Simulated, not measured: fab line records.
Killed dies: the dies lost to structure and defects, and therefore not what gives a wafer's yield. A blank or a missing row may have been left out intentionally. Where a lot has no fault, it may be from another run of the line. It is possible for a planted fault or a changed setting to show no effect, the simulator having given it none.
Matching of chambers + flow n5 finfet + N5_BEOL_M5_DEP_56 on pecvd-02: 3 sister chambers
The step deposits SiCN from 3MS/NH3, target thk 8 nm, time 14 s. 14 wafers are shown with their chamber, then 7 later ones without.

## WAFERS WITH THEIR CHAMBER
| wafer  | chamber | showerhead plenum p Torr (Torr) | throttle valve pct (%) |
|--------|---------|---------------------------------|------------------------|
| L074.1 | 2       | 3.678                           | 9.0                    |
| L074.2 | 0       | 3.639                           | 9.6                    |
| L074.6 | 1       | 3.666                           | 9.3                    |
| L079.1 | 2       | 3.673                           | 9.0                    |
| L079.5 | 1       | 3.667                           | 9.3                    |
| L079.6 | 2       | 3.683                           | 9.2                    |
| L093.1 | 2       | 3.678                           | 9.3                    |
| L093.2 | 1       | 3.673                           | 9.8                    |
| L093.3 | 0       | 3.643                           | 9.5                    |
| L093.4 | 2       | 3.674                           | 9.3                    |
| L093.5 | 1       | 3.664                           | 9.5                    |
| L093.6 | 0       | 3.653                           | 9.1                    |
| L094.2 | 0       | 3.663                           | 9.6                    |
| L094.3 | 1       | 3.663                           | 9.6                    |

SIGNATURES, as means of the wafers listed above
| reading                  | chamber 0 | chamber 1 | chamber 2 | scatter within a chamber |
|--------------------------|-----------|-----------|-----------|--------------------------|
| showerhead plenum p Torr | 3.64950   | 3.66660   | 3.67720   | 0.00654                  |
| throttle valve pct       | 9.450     | 9.500     | 9.160     | 0.2                      |
Rule: a wafer lies at a distance from a chamber equal to the root of the sum of squares, over the readings, of (its reading less the chamber's mean, divided by the reading's scatter). If the next closest chamber is less than 2 further off than the closest, the wafer can't be placed; otherwise it belongs to the closest. The scatter: the root of (the sum of the squares of (reading less its chamber's mean) over the shown wafers, divided by (wafers less chambers)).

## WAFERS WHOSE CHAMBER IS MISSING
| wafer  | showerhead plenum p Torr (Torr) | throttle valve pct (%) |
|--------|---------------------------------|------------------------|
| L094.5 | 3.687                           | 9.0                    |
| L096.2 | 3.646                           | 9.6                    |
| L096.3 | 3.684                           | 9.0                    |
| L096.6 | 3.665                           | 9.4                    |
| L097.1 | 3.686                           | 9.4                    |
| L097.3 | 3.647                           | 9.5                    |
| L097.4 | 3.685                           | 9.1                    |

## CHAMBER TAKEN BY EACH
| wafer  | from the rows above          | in truth |
|--------|------------------------------|----------|
| L094.5 | 2                            | 2        |
| L096.2 | 0                            | 0        |
| L096.3 | 2                            | 2        |
| L096.6 | can't be placed: 1 or 2 or 0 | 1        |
| L097.1 | can't be placed: 2 or 1      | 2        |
| L097.3 | 0                            | 0        |
| L097.4 | 2                            | 2        |
Correct placement for 5 of the 7. Unplaceable from these rows: 2, with the true chamber sitting among the candidates in 2. Number placed wrongly: 0.
